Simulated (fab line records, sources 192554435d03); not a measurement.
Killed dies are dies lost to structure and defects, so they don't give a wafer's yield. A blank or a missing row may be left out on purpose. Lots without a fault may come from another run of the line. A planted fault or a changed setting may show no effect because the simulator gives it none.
Chamber matching | flow n5_finfet | N5_SDB_HM_DEP_00 on pecvd-04: 3 sister chambers
The step deposits SiNx from SiH4/NH3/N2, target thk 40 nm, time 35.3 s. 22 wafers are shown with their chamber, then 11 later ones without.

WAFERS WITH THEIR CHAMBER
wafer  | chamber | throttle_valve_pct (%) | showerhead_plenum_p_Torr (Torr) | heater_power_w (W)
L075.1 | 0       | 43.1                   | 5.08                            | 881
L075.2 | 2       | 37.6                   | 5.05                            | 847
L075.5 | 1       | 41.8                   | 5.21                            | 720
L076.1 | 1       | 42.2                   | 5.21                            | 815
L076.2 | 0       | 43.2                   | 5.08                            | 814
L076.3 | 2       | 37.5                   | 5.07                            | 827
L076.4 | 1       | 41.9                   | 5.22                            | 809
L076.5 | 2       | 37.8                   | 5.06                            | 812
L076.6 | 0       | 43.4                   | 5.07                            | 808
L077.2 | 2       | 37.9                   | 5.07                            | 727
L077.3 | 0       | 43.1                   | 5.06                            | 797
L077.4 | 1       | 42.0                   | 5.22                            | 773
L083.2 | 0       | 43.2                   | 5.07                            | 801
L083.5 | 1       | 42.1                   | 5.21                            | 799
L083.6 | 2       | 38.2                   | 5.07                            | 843
L084.2 | 2       | 38.1                   | 5.06                            | 811
L084.3 | 1       | 41.9                   | 5.21                            | 760
L084.4 | 0       | 43.1                   | 5.08                            | 824
L086.1 | 2       | 37.6                   | 5.08                            | 769
L086.2 | 0       | 43.2                   | 5.07                            | 831
L086.6 | 2       | 37.8                   | 5.08                            | 782
L088.2 | 2       | 37.9                   | 5.06                            | 759

SIGNATURES (means of the wafers above)
reading                  | chamber 0 | chamber 1 | chamber 2 | scatter within a chamber
throttle_valve_pct       | 43.186    | 41.983    | 37.822    | 0.18
showerhead_plenum_p_Torr | 5.0729    | 5.2133    | 5.0667    | 0.0082
heater_power_w           | 822.29    | 779.33    | 797.44    | 36
Rule: a wafer's distance from a chamber is the root of the sum, over the readings, of the square of ((its reading less the chamber's mean) divided by the reading's scatter). The wafer belongs to the nearest chamber; if the next one is less than 2 further off, it can't be placed. The scatter: the root of (the sum of the squares of (reading less its chamber's mean) over the shown wafers, divided by (wafers less chambers)).

WAFERS WITHOUT THEIR CHAMBER
wafer  | throttle_valve_pct (%) | showerhead_plenum_p_Torr (Torr) | heater_power_w (W)
L088.5 | 43.3                   | 5.06                            | 776
L088.6 | 38.0                   | 5.09                            | 773
L092.2 | 41.9                   | 5.21                            | 727
L092.4 | 41.9                   | 5.21                            | 729
L092.6 | 43.2                   | 5.06                            | 848
L095.1 | 38.0                   | 5.08                            | 743
L095.2 | 43.3                   | 5.06                            | 844
L095.5 | 43.2                   | 5.06                            | 858
L097.3 | 38.1                   | 5.07                            | 798
L097.5 | 43.4                   | 5.06                            | 885
L097.6 | 37.9                   | 5.08                            | 797

WHICH CHAMBER EACH WENT THROUGH
wafer  | from the rows above | in truth
L088.5 | 0                   | 0
L088.6 | 2                   | 2
L092.2 | 1                   | 1
L092.4 | 1                   | 1
L092.6 | 0                   | 0
L095.1 | 2                   | 2
L095.2 | 0                   | 0
L095.5 | 0                   | 0
L097.3 | 2                   | 2
L097.5 | 0                   | 0
L097.6 | 2                   | 2
Placed correctly: 11 of 11. Can't be placed from these rows: 0. Placed wrongly: 0.
